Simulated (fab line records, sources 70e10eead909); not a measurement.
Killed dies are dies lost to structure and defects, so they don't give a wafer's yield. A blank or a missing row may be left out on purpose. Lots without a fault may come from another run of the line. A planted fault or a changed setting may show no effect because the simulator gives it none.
Chamber matching | flow nand_harc | NHARC_P_BONDPAD_STRIP_15 on rie_diel-07: 4 sister chambers
The step strips in O2. 22 wafers are shown with their chamber, then 11 later ones without.

WAFERS WITH THEIR CHAMBER
wafer  | chamber | showerhead_plenum_p_Torr (Torr) | drypump_motor_current_A (A) | oes_product_au (a.u.)
L074.1 | 2       | 3.66                            | 6.11                        | 1.008
L074.5 | 3       | 3.57                            | 5.93                        | 1.004
L074.6 | 0       | 3.53                            | 5.51                        | 0.986
L075.1 | 1       | 3.74                            | 6.08                        | 0.997
L075.4 | 2       | 3.66                            | 6.15                        | 1.010
L075.5 | 2       | 3.66                            | 6.17                        | 1.012
L076.3 | 3       | 3.57                            | 5.94                        | 0.992
L076.4 | 0       | 3.53                            | 5.54                        | 0.975
L076.6 | 0       | 3.53                            | 5.53                        | 0.985
L081.2 | 3       | 3.57                            | 5.92                        | 1.008
L081.3 | 1       | 3.73                            | 6.07                        | 0.983
L081.5 | 3       | 3.57                            | 5.93                        | 1.005
L081.1 | 0       | 3.53                            | 5.52                        | 0.992
L081.4 | 2       | 3.66                            | 6.12                        | 1.004
L081.6 | 0       | 3.53                            | 5.48                        | 0.992
L083.1 | 2       | 3.66                            | 6.16                        | 1.005
L083.2 | 1       | 3.73                            | 6.09                        | 0.976
L083.6 | 3       | 3.57                            | 5.93                        | 1.009
L085.3 | 0       | 3.53                            | 5.51                        | 0.991
L085.5 | 0       | 3.53                            | 5.52                        | 0.991
L085.6 | 3       | 3.57                            | 5.94                        | 1.000
L086.2 | 1       | 3.73                            | 6.06                        | 0.990

SIGNATURES (means of the wafers above)
reading                  | chamber 0 | chamber 1 | chamber 2 | chamber 3 | scatter within a chamber
showerhead_plenum_p_Torr | 3.5300    | 3.7325    | 3.6600    | 3.5700    | 0.00204
drypump_motor_current_A  | 5.5157    | 6.0750    | 6.1420    | 5.9317    | 0.0177
oes_product_au           | 0.98743   | 0.98650   | 1.00780   | 1.00300   | 0.0063
Rule: a wafer's distance from a chamber is the root of the sum, over the readings, of the square of ((its reading less the chamber's mean) divided by the reading's scatter). The wafer belongs to the nearest chamber; if the next one is less than 2 further off, it can't be placed. The scatter: the root of (the sum of the squares of (reading less its chamber's mean) over the shown wafers, divided by (wafers less chambers)).

WAFERS WITHOUT THEIR CHAMBER
wafer  | showerhead_plenum_p_Torr (Torr) | drypump_motor_current_A (A) | oes_product_au (a.u.)
L086.4 | 3.57                            | 5.92                        | 1.008
L086.6 | 3.66                            | 6.17                        | 1.000
L088.1 | 3.66                            | 6.16                        | 1.001
L088.3 | 3.53                            | 5.57                        | 0.989
L088.6 | 3.53                            | 5.53                        | 0.987
L091.2 | 3.66                            | 6.13                        | 1.017
L091.5 | 3.57                            | 5.93                        | 0.991
L091.6 | 3.53                            | 5.51                        | 0.976
L093.2 | 3.66                            | 6.15                        | 1.000
L093.4 | 3.57                            | 5.93                        | 0.999
L093.5 | 3.53                            | 5.53                        | 0.989

WHICH CHAMBER EACH WENT THROUGH
wafer  | from the rows above | in truth
L086.4 | 3                   | 3
L086.6 | 2                   | 2
L088.1 | 2                   | 2
L088.3 | 0                   | 0
L088.6 | 0                   | 0
L091.2 | 2                   | 2
L091.5 | 3                   | 3
L091.6 | 0                   | 0
L093.2 | 2                   | 2
L093.4 | 3                   | 3
L093.5 | 0                   | 0
Placed correctly: 11 of 11. Can't be placed from these rows: 0. Placed wrongly: 0.
